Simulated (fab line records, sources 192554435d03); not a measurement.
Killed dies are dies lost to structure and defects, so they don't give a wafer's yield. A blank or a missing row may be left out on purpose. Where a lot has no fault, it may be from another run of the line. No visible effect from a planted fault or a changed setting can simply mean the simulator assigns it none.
Matching of chambers -- flow n5-finfet -- rie-diel-04 running N5_FIN_SAQP_HM_OPEN_33: 4 sister chambers
The step chemistry CH3F/O2, target SiNx, target depth 49.4 nm, time 70.6 s. 20 wafers are shown with their chamber, then 10 later ones without.

## WAFERS WITH THEIR CHAMBER
wafer,chamber,throttle-valve-pct (%),showerhead-plenum-p-Torr (Torr),drypump-motor-current-A (A)
L076.3,3,16.46,2.06,5.7
L076.4,1,16.03,2.05,6.1
L076.5,1,16.03,2.05,6.1
L078.1,0,16.92,2.08,6.4
L078.3,2,16.23,1.92,5.5
L078.6,0,16.92,2.08,6.4
L082.1,2,16.23,1.92,5.5
L082.2,1,16.05,2.04,6.1
L082.3,0,16.93,2.08,6.3
L086.1,2,16.26,1.91,5.4
L086.4,3,16.51,2.05,5.7
L086.5,0,16.93,2.07,6.4
L087.2,1,16.07,2.04,6.1
L087.5,3,16.51,2.05,5.6
L087.6,0,16.94,2.07,6.4
L089.3,0,16.95,2.07,6.4
L089.4,3,16.50,2.05,5.7
L089.6,0,16.96,2.07,6.4
L092.2,0,16.98,2.07,6.4
L092.4,2,16.28,1.91,5.4

SIGNATURES, as means of the wafers listed above
reading,chamber 0,chamber 1,chamber 2,chamber 3,scatter within a chamber
throttle-valve-pct,16.9413,16.0450,16.2500,16.4950,0.0219
showerhead-plenum-p-Torr,2.0737,2.0450,1.9150,2.0525,0.00538
drypump-motor-current-A,6.388,6.100,5.450,5.675,0.0405
Rule: distance of a wafer from a chamber = root of the sum over the readings of ((wafer's reading minus chamber's mean) / reading's scatter) squared. If the next closest chamber is less than 2 further off than the closest, the wafer can't be placed; otherwise it belongs to the closest. The scatter: take each reading less its chamber's mean, square it, sum over the shown wafers, divide by the number of wafers less the number of chambers, and take the root.

## WAFERS MISSING THEIR CHAMBER
wafer,throttle-valve-pct (%),showerhead-plenum-p-Torr (Torr),drypump-motor-current-A (A)
L092.6,16.95,2.07,6.4
L093.1,16.29,1.91,5.5
L093.2,16.53,2.05,5.7
L093.5,16.30,1.91,5.5
L096.1,16.12,2.03,6.1
L096.2,16.27,1.91,5.4
L096.3,16.53,2.05,5.7
L097.2,16.30,1.91,5.5
L097.4,16.54,2.04,5.7
L097.6,16.30,1.91,5.5

## EACH ONE'S CHAMBER
wafer,from the rows above,in truth
L092.6,0,0
L093.1,2,2
L093.2,3,3
L093.5,2,2
L096.1,1,1
L096.2,2,2
L096.3,3,3
L097.2,2,2
L097.4,3,3
L097.6,2,2
Placed correctly: 10 of 10. From these rows, 0 cannot be placed. Wrongly placed: 0.
